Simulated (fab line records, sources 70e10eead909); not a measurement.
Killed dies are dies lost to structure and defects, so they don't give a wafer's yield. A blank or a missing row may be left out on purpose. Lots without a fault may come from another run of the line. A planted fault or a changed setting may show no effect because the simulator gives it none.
fab line records | flow nand_harc | part 2 of 2: steps 5 to 6 of 6
record lots=23 wafers=69 last_day=34
route steps=1302 shown A_STAIRCASE@667
lots that met no fault: from a run of the same line without faults
start_h: hours from the record's first day to the start of the lot's first wafer shown | wait_h: hours since the lot's step before | " the same as in the row above | L1.1+2: a row that stands for several wafers | - no value, or no start given | * or withheld: withheld | < > ~ a bound
route shown NAME@n: a module of which the file shows steps, and the number in the route of the first | usual: mean/standard deviation of fault-free wafers | same: alike in all rows | chamber/n: place in a boat | sites: the reading at each site | _std_site: their standard deviation | _edge_site: outer sites' mean less inner sites' | radius_mm: how far each site lies from the wafer's centre | mask NAME#n: copy n | behind: the tool/chamber that last shaped the wafer | hold: why the lot was held/for how many hours/how that ended | device: the transistor (n, p or np) that didn't switch | end of line: the same wafers' tests at the end of the route | a step without rows: its recipe alone | killed: dies lost to structure and defects at the first sort, not the wafer's yield | map: a wafer's dies, x killed, . not, _ none there
set.NAME: the setting as run; set.NAME@STEP: as run at that earlier step | model.NAME: the simulator's own value behind a step, which no gauge read
steps of the route over a sample of lots; a table a step, a row a wafer
services: from which hour (start_h, from the record's first day; less than 0 if before it) a tool's chamber was out of use, for how many hours, and why
## steps
# step NHARC_A_STAIRCASE_TRIM_198
# recipe time_s=211.2 o2_flow_sccm=500 ar_flow_sccm=0 bias_w=0 chemistry=O2
# usual drypump_motor_current_A=6.0/0.56 oes_product_au=0.997/0.0083 rf_vpp_V=57.7/0.97 showerhead_plenum_p_Torr=3.52/0.16 throttle_valve_pct=17.038/0.0098
# columns lot.wafer tool chamber start_h wait_h drypump_motor_current_A oes_product_au rf_hours_counter_h rf_vpp_V showerhead_plenum_p_Torr throttle_valve_pct
L075.3 rie_diel-08 0 - - 4.8 0.998 55 57.5 3.27 17.044
L075.5 " 3 " " 6.3 1.000 - 57.9 3.77 17.047
L075.6 " 0 " " 4.9 1.010 - 57.3 3.27 17.050
L074.2 rie_diel-08 0 - - 4.9 0.993 56 57.1 3.27 17.055
L074.1 " 2 " " 5.5 0.990 65 58.3 3.56 17.033
L074.5 " 3 " " 6.3 0.989 - 56.6 3.77 17.043
L076.1 rie_diel-13 2 - - 6.0 0.994 3 58.8 3.81 17.032
L076.3 " 3 " " 5.8 0.989 4 58.8 3.58 17.048
L076.2 " 1 " " 6.7 0.998 4 56.2 3.33 17.021
L077.2 rie_diel-11 3 - - 6.1 0.990 41 57.7 3.58 17.041
L077.3 " 1 " " 6.2 1.001 42 57.4 3.45 17.047
L077.6 " 2 " " 6.6 0.996 - 58.0 3.48 17.033
L078.2 rie_diel-13 3 - - 5.8 1.000 14 57.8 3.57 17.031
L078.4 " 0 " " 5.1 0.991 14 58.7 3.50 17.019
L078.5 " 1 " " 6.7 0.994 - 56.8 3.33 17.035
L079.4 rie_diel-08 0 - - 4.9 0.998 16 57.9 3.80 17.046
L079.3 " 1 " " 6.4 1.003 15 57.7 3.44 17.052
L079.5 " 1 " " 6.5 1.002 - 57.7 3.44 17.027
L082.1 rie_diel-08 0 - - 4.9 0.999 19 60.8 3.80 17.044
L082.6 " 0 " " 4.9 0.989 - 58.0 3.80 17.023
L082.5 " 1 " " 6.5 0.988 - 58.6 3.44 17.031
L080.3 rie_diel-08 3 - - 6.3 0.992 19 57.3 3.76 17.030
L080.5 " 3 " " 6.3 0.986 - 56.7 3.76 17.039
L080.6 " 0 " " 4.9 1.001 - 57.5 3.80 17.043
L081.4 rie_diel-11 1 - - 6.2 0.981 1 57.0 3.44 17.027
L081.3 " 2 " " 6.6 0.988 1 58.1 3.47 17.026
L081.1 " 3 " " 6.1 1.010 1 57.0 3.57 17.020
L083.1 rie_diel-13 3 - - 5.9 0.996 30 57.0 3.56 17.036
L083.6 " 0 " " 5.0 1.010 - 57.7 3.50 17.034
L083.5 " 1 " " 6.7 1.006 - 58.0 3.31 17.035
L085.3 rie_diel-11 2 - - 6.6 0.996 7 56.4 3.47 17.034
L085.1 " 0 " " 6.2 1.012 5 56.3 3.31 17.048
L085.5 " 2 " " 6.6 0.997 - 57.2 3.47 17.033
L084.3 rie_diel-08 2 - - 5.5 0.996 29 56.7 3.55 17.038
L084.1 " 1 " " 6.5 0.991 31 58.0 3.44 17.034
L084.6 " 1 " " 6.5 0.999 - 55.3 3.44 17.034
L086.1 rie_diel-11 0 - - 6.2 0.986 12 57.1 3.30 17.036
L086.4 " 3 " " 6.1 0.988 13 56.5 3.56 17.038
L086.5 " 0 " " 6.2 0.998 - 56.8 3.30 17.018
L087.1 rie_diel-13 2 - - 6.0 1.009 46 58.6 3.78 17.044
L087.2 " 3 " " 5.9 1.004 42 57.0 3.56 17.035
L087.3 " 0 " " 5.1 0.995 41 58.6 3.49 17.050
L088.1 rie_diel-11 0 - - 6.2 0.996 17 58.5 3.30 17.045
L088.4 " 3 " " 6.1 0.990 20 58.2 3.56 17.046
L088.5 " 0 " " 6.2 0.991 - 56.7 3.30 17.037
L091.1 rie_diel-13 2 - - 6.0 1.021 49 57.8 3.78 17.044
L091.5 " 3 " " 5.9 0.993 - 58.8 3.56 17.035
L091.6 " 0 " " 5.1 0.992 - 58.3 3.49 17.024
L089.3 rie_diel-11 3 - - 6.1 0.987 23 56.4 3.55 17.028
L089.6 " 0 " " 6.2 0.992 - 58.2 3.30 17.033
L089.5 " 1 " " 6.2 1.002 - 55.9 3.43 17.046
L090.1 rie_diel-11 1 - - 6.2 1.000 24 57.2 3.43 17.034
L090.3 " 3 " " 6.1 1.000 26 56.9 3.55 17.032
L090.2 " 0 " " 6.2 0.988 23 56.7 3.30 17.025
L092.1 rie_diel-13 0 - - 5.1 0.988 2 58.4 3.49 17.038
L092.2 " 1 " " 6.7 1.007 2 55.8 3.30 17.020
L092.5 " 3 " " 5.8 0.993 - 59.3 3.55 17.025
L095.3 rie_diel-13 0 - - 5.1 0.995 9 57.1 3.48 17.023
L095.4 " 2 " " 6.0 1.004 7 59.4 3.77 17.029
L095.1 " 3 " " 5.8 0.996 7 57.9 3.55 17.056
L094.1 rie_diel-08 2 - - 5.5 1.011 1 58.1 3.53 17.042
L094.3 " 0 " " 4.9 0.996 1 58.9 3.77 17.028
L094.4 " 0 " " 4.9 0.999 - 58.7 3.77 17.043
L093.2 rie_diel-13 0 - - 5.1 0.995 12 58.7 3.48 17.025
L093.4 " 1 " " 6.6 1.002 11 57.3 3.30 17.048
L093.6 " 0 " " 5.1 0.996 - 57.6 3.48 17.030
L096.4 rie_diel-11 0 - - 6.2 0.990 43 57.2 3.28 17.051
L096.1 " 1 " " 6.2 1.009 48 57.1 3.41 17.045
L096.6 " 1 " " 6.2 0.998 - 57.4 3.41 17.032
# step NHARC_A_STAIRCASE_TRIM_200
# recipe time_s=211.2 o2_flow_sccm=500 ar_flow_sccm=0 bias_w=0 chemistry=O2
# usual drypump_motor_current_A=6.0/0.53 oes_product_au=1.000/0.0083 rf_vpp_V=57.8/1 showerhead_plenum_p_Torr=3.52/0.16 throttle_valve_pct=17.037/0.0097
# columns lot.wafer tool chamber start_h wait_h drypump_motor_current_A oes_product_au rf_hours_counter_h rf_vpp_V showerhead_plenum_p_Torr throttle_valve_pct
L075.3 rie_diel-08 3 - - 6.3 1.002 59 59.0 3.77 17.041
L075.5 " 0 " " 4.8 1.006 - 56.6 3.27 17.060
L075.6 " 1 " " 6.5 1.017 - 58.8 3.45 17.033
L074.2 rie_diel-08 2 - - 5.5 1.015 65 58.0 3.56 17.050
L074.1 " 3 " " 6.3 0.997 59 56.7 3.77 17.044
L074.5 " 0 " " 4.8 1.002 - 58.2 3.27 17.030
L076.2 rie_diel-13 2 - - 6.0 1.006 4 59.3 3.81 17.037
L076.3 " 0 " " 5.1 1.000 4 58.0 3.51 17.026
L076.1 " 1 " " 6.7 0.990 4 58.0 3.33 17.062
L077.2 rie_diel-11 0 - - 6.2 0.983 42 58.3 3.32 17.042
L077.3 " 1 " " 6.2 1.000 42 57.9 3.45 17.025
L077.6 " 3 " " 6.1 0.990 - 58.4 3.58 17.035
L078.2 rie_diel-13 1 - - 6.7 0.994 14 56.9 3.33 17.055
L078.4 " 0 " " 5.0 1.001 14 59.0 3.51 17.051
L078.5 " 2 " " 6.0 1.000 - 57.8 3.80 17.046
L079.4 rie_diel-08 3 - - 6.3 1.002 15 58.5 3.76 17.027
L079.3 " 0 " " 4.8 1.003 16 60.0 3.80 17.024
L079.5 " 1 " " 6.5 1.008 - 58.9 3.44 17.044
L082.1 rie_diel-08 2 - - 5.5 0.998 19 55.6 3.55 17.050
L082.5 " 3 " " 6.3 0.999 - 58.5 3.76 17.027
L082.6 " 0 " " 4.8 1.005 - 58.2 3.80 17.036
L080.3 rie_diel-08 2 - - 5.5 1.002 19 58.3 3.55 17.042
L080.5 " 1 " " 6.5 0.993 - 56.7 3.44 17.030
L080.6 " 2 " " 5.5 0.999 - 59.9 3.55 17.044
L081.3 rie_diel-11 3 - - 6.1 1.006 1 56.7 3.57 17.051
L081.1 " 0 " " 6.2 0.992 1 57.4 3.31 17.038
L081.4 " 1 " " 6.2 1.001 1 57.5 3.44 17.022
L083.1 rie_diel-13 0 - - 5.1 0.988 30 58.5 3.50 17.031
L083.6 " 2 " " 6.1 1.003 - 58.7 3.79 17.020
L083.5 " 3 " " 5.9 0.992 - 57.6 3.56 17.030
L085.1 rie_diel-11 0 - - 6.2 1.006 5 56.9 3.31 17.036
L085.3 " 2 " " 6.6 0.996 7 56.7 3.47 17.041
L085.5 " 0 " " 6.2 1.006 - 57.6 3.30 17.046
L084.3 rie_diel-08 1 - - 6.5 1.003 31 57.1 3.44 17.019
L084.1 " 2 " " 5.5 1.002 29 59.3 3.55 17.027
L084.6 " 1 " " 6.5 1.012 - 56.8 3.44 17.037
L086.4 rie_diel-11 1 - - 6.2 0.996 13 56.7 3.43 17.035
L086.1 " 3 " " 6.1 1.000 13 58.3 3.56 17.029
L086.5 " 2 " " 6.6 0.999 - 55.9 3.46 17.027
L087.3 rie_diel-13 2 - - 6.0 1.006 46 58.5 3.78 17.026
L087.1 " 3 " " 5.8 0.997 42 59.2 3.56 17.044
L087.2 " 0 " " 5.1 0.992 41 56.1 3.49 17.036
L088.4 rie_diel-11 3 - - 6.1 1.005 20 56.0 3.56 17.035
L088.1 " 1 " " 6.2 1.001 18 57.8 3.43 17.020
L088.5 " 3 " " 6.1 0.998 - 58.0 3.56 17.035
L091.1 rie_diel-13 3 - - 5.8 1.009 45 58.2 3.56 17.051
L091.5 " 1 " " 6.7 1.003 - 57.5 3.31 17.044
L091.6 " 2 " " 6.0 1.008 - 57.8 3.78 17.044
L089.3 rie_diel-11 3 - - 6.1 1.001 24 56.8 3.55 17.043
L089.6 " 2 " " 6.6 0.988 - 58.4 3.46 17.041
L089.5 " 3 " " 6.1 0.990 - 56.0 3.55 17.028
L090.2 rie_diel-11 0 - - 6.2 0.983 23 57.1 3.30 17.041
L090.3 " 1 " " 6.2 0.999 24 57.3 3.43 17.033
L090.1 " 3 " " 6.1 1.004 26 58.1 3.55 17.041
L092.2 rie_diel-13 2 - - 6.0 0.997 2 59.2 3.78 17.033
L092.1 " 3 " " 5.8 0.995 2 58.3 3.55 17.026
L092.5 " 2 " " 6.0 1.010 - 57.0 3.78 17.023
L095.1 rie_diel-13 3 - - 5.8 0.994 8 57.6 3.55 17.041
L095.3 " 0 " " 5.1 0.995 10 56.9 3.48 17.041
L095.4 " 1 " " 6.7 1.016 9 57.1 3.30 17.044
L094.1 rie_diel-08 0 - - 4.9 0.999 1 58.1 3.77 17.027
L094.3 " 2 " " 5.5 1.011 1 56.7 3.53 17.036
L094.4 " 3 " " 6.3 0.983 - 59.7 3.74 17.035
L093.4 rie_diel-13 2 - - 6.0 0.997 9 58.4 3.77 17.038
L093.2 " 3 " " 5.9 0.997 10 56.9 3.55 17.032
L093.6 " 1 " " 6.6 1.022 - 57.2 3.30 17.033
L096.1 rie_diel-11 2 - - 6.6 0.993 47 56.2 3.45 17.038
L096.4 " 1 " " 6.2 0.996 48 56.8 3.41 17.035
L096.6 " 3 " " 6.1 0.996 - 56.2 3.54 17.041
## services
# columns tool chamber start_h hours kind
rie_diel-13 - 342.35 9.0 pm
rie_diel-13 0 342.35 9.0 vent_cycle
rie_diel-13 1 342.35 9.0 vent_cycle
rie_diel-13 2 342.35 9.0 vent_cycle
rie_diel-13 3 342.35 9.0 vent_cycle
rie_diel-13 0 351.35 - clean
rie_diel-13 1 351.35 - clean
rie_diel-13 2 351.35 - clean
rie_diel-13 2 351.35 - consumable_replace:showerhead
rie_diel-13 3 351.35 - clean
rie_diel-13 0 375.85 - clean
rie_diel-13 1 375.85 - clean
rie_diel-13 2 375.85 - clean
rie_diel-11 2 379.91 2.2 repair
rie_diel-08 1 385.33 6.2 repair
rie_diel-11 0 435.20 3.0 repair
rie_diel-11 - 435.99 9.0 pm
rie_diel-08 0 462.37 9.5 repair
rie_diel-13 0 471.12 7.6 repair
rie_diel-11 0 485.74 1.2 repair
rie_diel-13 - 519.35 9.0 pm
rie_diel-08 - 544.93 9.0 pm
rie_diel-08 1 558.67 8.7 repair
rie_diel-13 3 570.33 8.1 repair
